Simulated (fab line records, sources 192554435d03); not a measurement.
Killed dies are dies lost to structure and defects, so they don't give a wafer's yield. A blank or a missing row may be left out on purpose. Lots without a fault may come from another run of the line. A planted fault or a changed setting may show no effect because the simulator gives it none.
Problem report in the 8D (eight disciplines) form, filled by code | flow n5_finfet | the parts of the form that need people (team, actions taken, sign-off) are left out

1. THE PROBLEM
killed_at_front_end at N5_PASSIVATION_PROBE_49 reads a mean of 188 on 2 wafers of 2 lots; wafers without a fault read 41 with a standard deviation of 11. That is +13 standard deviations from the usual mean.
First seen on wafer L469.5, day 17 05:12, on prober-02. The record holds 24 wafers of 8 lots with a number at this step. Rule for "out", or "out of limits": more than 4 standard deviations from the usual mean. The other wafers with a number count as sound.

2. WHAT IT IS AND WHAT IT IS NOT
question                    | is                               | is not
which readings at this step | killed_at_front_end, killed_dies | killed_at_M0_to_M3, killed_at_M4_up, killed_open, killed_short
which lots                  | L469, L471                       | L453, L456, L460, L462, L463, L464
which wafers of those lots  | L469.5, L471.4                   | L469.1, L469.2, L471.2, L471.3
read on which tools         | prober-01, prober-02             | -
when                        | from day 17 05:12                | up to then (20 sound wafers); but 2 sound wafers of L471 came after

3. SUSPECTS, AND WHAT RULES EACH OUT
Counting: a tool at a process step up to the reading stays a suspect if it ran every lot that is out. Sound lots after the first of them don't rule it out here, since some wafers of a struck lot are sound.
- rie_diel-02 at N5_HKMG_FIN_ETCH_32 (etches SOC in N2/H2, target depth 240 nm, time 300 s): kept. It ran every lot that is out, first L469 (day 8 08:19); its last sound lot up to then is L463 (day 6 18:55).
- rie_diel-04 at N5_PASSIVATION_STRIP_48 (strips in O2): kept. It ran every lot that is out, first L469 (day 17 01:55); its last sound lot up to then is L462 (day 14 02:53).
- Within rie_diel-02 at N5_HKMG_FIN_ETCH_32: the wafers that are out ran in chamber 0; their sound lot-mates ran in chambers 1, 2, 3.
Left after counting: rie_diel-02 at N5_HKMG_FIN_ETCH_32, rie_diel-04 at N5_PASSIVATION_STRIP_48.

4. THE CAUSE (what the simulator had put in)
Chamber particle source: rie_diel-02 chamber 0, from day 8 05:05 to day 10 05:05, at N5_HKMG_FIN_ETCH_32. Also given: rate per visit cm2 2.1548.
Counting left 2 suspects, and this tool is among them.

5. THE CHAIN OF EFFECTS, in route order
Each row: a reading whose mean over the struck wafers that have a number lies more than 3 standard deviations from the usual. Only readings for which the record gives a usual standard deviation are gone through. hours: the time from each lot's start at the first step in this table that gives one to its start at this step, as a median over the lots. sigmas: the change in usual standard deviations.
hours | step                    | reading             | usual | on struck wafers | change | sigmas
0     | N5_PASSIVATION_PROBE_49 | killed_at_front_end | 41    | 188              | +146   | +13
0     | N5_PASSIVATION_PROBE_49 | killed_dies         | 107   | 272              | +164   | +9.7
0     | N5_PASSIVATION_PROBE_49 | killed_on_rim       | 14    | 32               | +18    | +4.1
The process steps in it:
- N5_PASSIVATION_PROBE_49

6. WHAT WOULD HAVE CAUGHT IT SOONER
In this record the first reading out of limits was taken at day 17 05:12, 216 hours after the fault began at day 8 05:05.
Of the tool readings at N5_HKMG_FIN_ETCH_32 for which the record gives a usual standard deviation, none was out on any struck wafer, so an alarm limit of 4 standard deviations on them would not have fired.
All the lots that are out (2) had begun N5_HKMG_FIN_ETCH_32 on rie_diel-02 by day 17 05:12. A hold on the tool at that time would have spared none of them.
